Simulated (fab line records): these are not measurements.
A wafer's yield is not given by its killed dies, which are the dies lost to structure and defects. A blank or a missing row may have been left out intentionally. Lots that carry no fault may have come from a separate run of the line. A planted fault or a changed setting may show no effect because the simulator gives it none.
Lot-split experiment || flow n5 finfet || on a route of 1938 steps: 7 lots, 21 wafers read

== ABOUT THE SPLIT ==
At N5_PASSIVATION_VIA_ETCH_13 (etches SiO2 in CHF3/O2, target depth 660 nm, time 330 s), the setting bias w was moved away from the recipe's 170 W on 7 of the 21 wafers read, by -17.0% to +16.7%. The other wafers ran this setting at the recipe's value.

Reading taken at the split's own step.

== THE READING ==
rf vpp V, in V, at N5_PASSIVATION_VIA_ETCH_13 (etches SiO2 in CHF3/O2, target depth 660 nm, time 330 s). Typical for fault-free wafers on this fab line: 522 V, with standard deviation 11 V.

{"wafer": "L075.2", "tool, chamber at the split": "rie diel-04, 0", "bias w as run, W": 170, "against the recipe": "recipe", "rf vpp V, V": 506, "against lot-mates on the recipe": "-"}
{"wafer": "L075.3", "tool, chamber at the split": "rie diel-04, 2", "bias w as run, W": 143.3, "against the recipe": "-15.7%", "rf vpp V, V": 460, "against lot-mates on the recipe": -46}
{"wafer": "L075.6", "tool, chamber at the split": "rie diel-04, 2", "bias w as run, W": 143.3, "against the recipe": "-15.7%", "rf vpp V, V": 459, "against lot-mates on the recipe": -47}
{"wafer": "L083.1", "tool, chamber at the split": "rie diel-05, 0", "bias w as run, W": 198.4, "against the recipe": "+16.7%", "rf vpp V, V": 586, "against lot-mates on the recipe": "+67"}
{"wafer": "L083.4", "tool, chamber at the split": "rie diel-05, 1", "bias w as run, W": 198.4, "against the recipe": "+16.7%", "rf vpp V, V": 583, "against lot-mates on the recipe": "+64"}
{"wafer": "L083.5", "tool, chamber at the split": "rie diel-05, 3", "bias w as run, W": 170, "against the recipe": "recipe", "rf vpp V, V": 519, "against lot-mates on the recipe": "-"}
{"wafer": "L086.3", "tool, chamber at the split": "rie diel-01, 3", "bias w as run, W": 170, "against the recipe": "recipe", "rf vpp V, V": 531, "against lot-mates on the recipe": "-"}
{"wafer": "L086.5", "tool, chamber at the split": "rie diel-01, 0", "bias w as run, W": 170, "against the recipe": "recipe", "rf vpp V, V": 507, "against lot-mates on the recipe": "-"}
{"wafer": "L086.6", "tool, chamber at the split": "rie diel-01, 1", "bias w as run, W": 170, "against the recipe": "recipe", "rf vpp V, V": 533, "against lot-mates on the recipe": "-"}
{"wafer": "L087.2", "tool, chamber at the split": "rie diel-01, 2", "bias w as run, W": 170, "against the recipe": "recipe", "rf vpp V, V": 533, "against lot-mates on the recipe": "-"}
{"wafer": "L087.3", "tool, chamber at the split": "rie diel-01, 1", "bias w as run, W": 141.1, "against the recipe": "-17.0%", "rf vpp V, V": 459, "against lot-mates on the recipe": -72}
{"wafer": "L087.6", "tool, chamber at the split": "rie diel-01, 3", "bias w as run, W": 170, "against the recipe": "recipe", "rf vpp V, V": 530, "against lot-mates on the recipe": "-"}
{"wafer": "L091.2", "tool, chamber at the split": "rie diel-04, 0", "bias w as run, W": 170, "against the recipe": "recipe", "rf vpp V, V": 504, "against lot-mates on the recipe": "-"}
{"wafer": "L091.3", "tool, chamber at the split": "rie diel-04, 1", "bias w as run, W": 170, "against the recipe": "recipe", "rf vpp V, V": 542, "against lot-mates on the recipe": "-"}
{"wafer": "L091.5", "tool, chamber at the split": "rie diel-04, 0", "bias w as run, W": 170, "against the recipe": "recipe", "rf vpp V, V": 505, "against lot-mates on the recipe": "-"}
{"wafer": "L093.2", "tool, chamber at the split": "rie diel-01, 2", "bias w as run, W": 160.1, "against the recipe": "-5.8%", "rf vpp V, V": 507, "against lot-mates on the recipe": -25}
{"wafer": "L093.5", "tool, chamber at the split": "rie diel-01, 1", "bias w as run, W": 170, "against the recipe": "recipe", "rf vpp V, V": 532, "against lot-mates on the recipe": "-"}
{"wafer": "L093.6", "tool, chamber at the split": "rie diel-01, 2", "bias w as run, W": 160.1, "against the recipe": "-5.8%", "rf vpp V, V": 507, "against lot-mates on the recipe": -25}
{"wafer": "L095.2", "tool, chamber at the split": "rie diel-01, 2", "bias w as run, W": 170, "against the recipe": "recipe", "rf vpp V, V": 533, "against lot-mates on the recipe": "-"}
{"wafer": "L095.3", "tool, chamber at the split": "rie diel-01, 0", "bias w as run, W": 170, "against the recipe": "recipe", "rf vpp V, V": 508, "against lot-mates on the recipe": "-"}
{"wafer": "L095.6", "tool, chamber at the split": "rie diel-01, 2", "bias w as run, W": 170, "against the recipe": "recipe", "rf vpp V, V": 532, "against lot-mates on the recipe": "-"}

THE FIT
A straight line over all 21 wafers: rf vpp V changes by +3.77 V for each +1% of bias w; r = +0.94; the points scatter about the line by 12 V.
The same after taking each lot's own level away (the mean of its wafers on the recipe; 21 wafers): +3.69 V for each +1%; r = +0.95; scatter 11 V.
The reading moves by 63 V for the largest change in bias w, on that fit.
The lots' own levels span 506.0 to 532.0 V, that is 2.4 times the standard deviation above.
The two slopes agree, so the slope changes little with the lot-to-lot level.
Check: -58.9 V against its lot-mates is what the line predicts for one of the wafers moved furthest among these (-17.0%) when that wafer is left out of the fit. Against them it came out at -72.5 V.
Tool readings at the split's step, against how far the setting was moved: rf vpp V r = +0.94.

== THESE WAFERS: OTHER SPLITS ==
Note: prior to the reading, these wafers also went through further splits. Each is held against what the fit with the lots' levels taken away leaves over:
{"other split on the same wafers": "N5_BEOL_M14_ETCH_68 time s", "wafers away from the commonest value": 5, "r with rf vpp V (lot level and that fit taken away)": "+0.20"}
{"other split on the same wafers": "N5_BEOL_M15_ETCH_61 time s", "wafers away from the commonest value": 5, "r with rf vpp V (lot level and that fit taken away)": "+0.21"}

== THE FILE'S OWN FIT ==
rf vpp V changes by +3.78 V for each +1% of bias w, r = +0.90.
